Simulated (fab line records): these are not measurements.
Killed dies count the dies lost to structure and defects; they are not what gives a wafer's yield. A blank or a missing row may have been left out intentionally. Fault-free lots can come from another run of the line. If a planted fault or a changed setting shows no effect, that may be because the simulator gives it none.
Matching of chambers -- flow n5 finfet -- 4 sister chambers for N5_SD_EPI_P_SD_RECESS_17 on rie si-01
The step chemistry HBr/Cl2/O2, target depth 39.1 nm, bt time 3 s. 22 wafers are shown with their chamber, then 11 later ones without.

EACH WAFER AND ITS CHAMBER
wafer,chamber,throttle valve pct (%),drypump motor current A (A),oes product au (a.u.)
L074.3,3,37.32,5.7,0.977
L074.4,0,36.80,5.8,1.015
L074.5,2,36.96,5.7,0.971
L076.1,0,36.82,5.8,0.994
L076.2,3,37.31,5.7,0.982
L076.5,2,36.96,5.7,0.987
L077.1,1,36.74,6.0,1.021
L077.3,2,36.96,5.7,0.984
L077.6,1,36.74,6.1,1.019
L078.1,1,36.73,6.1,1.027
L078.4,2,36.96,5.7,0.980
L078.5,0,36.81,5.8,1.014
L079.1,1,36.74,6.1,1.025
L079.3,2,36.95,5.7,0.990
L079.5,1,36.73,6.0,1.031
L080.1,2,36.98,5.7,0.986
L080.4,0,36.80,5.8,1.012
L080.5,2,36.95,5.7,0.980
L082.1,2,36.96,5.7,0.984
L082.4,2,36.95,5.7,0.973
L082.5,3,37.33,5.7,0.976
L086.2,0,36.80,5.8,1.011

SIGNATURES, as means of the wafers listed above
reading,chamber 0,chamber 1,chamber 2,chamber 3,scatter within a chamber
throttle valve pct,36.8060,36.7360,36.9589,37.3200,0.00859
drypump motor current A,5.800,6.060,5.700,5.700,0.0258
oes product au,1.00920,1.02460,0.98167,0.97833,0.00638
Rule: for each reading, subtract the chamber's mean from the wafer's reading, divide by that reading's scatter and square the result; add these up over the readings and take the root, which gives the wafer's distance from the chamber. If the next closest chamber is less than 2 further off than the closest, the wafer can't be placed; otherwise it belongs to the closest. The scatter: the root of (the sum of the squares of (reading less its chamber's mean) over the shown wafers, divided by (wafers less chambers)).

WAFERS WHOSE CHAMBER IS MISSING
wafer,throttle valve pct (%),drypump motor current A (A),oes product au (a.u.)
L086.3,36.80,5.8,1.006
L086.6,37.31,5.7,0.989
L087.3,36.80,5.8,1.009
L087.4,36.95,5.7,0.980
L087.5,36.80,5.8,1.012
L088.1,37.31,5.7,0.980
L088.2,36.81,5.8,1.012
L088.3,36.95,5.7,0.982
L097.2,37.30,5.7,0.976
L097.3,36.81,5.8,1.010
L097.6,36.97,5.7,0.981

CHAMBER TAKEN BY EACH
wafer,from the rows above,in truth
L086.3,0,0
L086.6,3,3
L087.3,0,0
L087.4,2,2
L087.5,0,0
L088.1,3,3
L088.2,0,0
L088.3,2,2
L097.2,3,3
L097.3,0,0
L097.6,2,2
11 of 11 placed correctly. Number that these rows cannot place: 0. Number placed wrongly: 0.
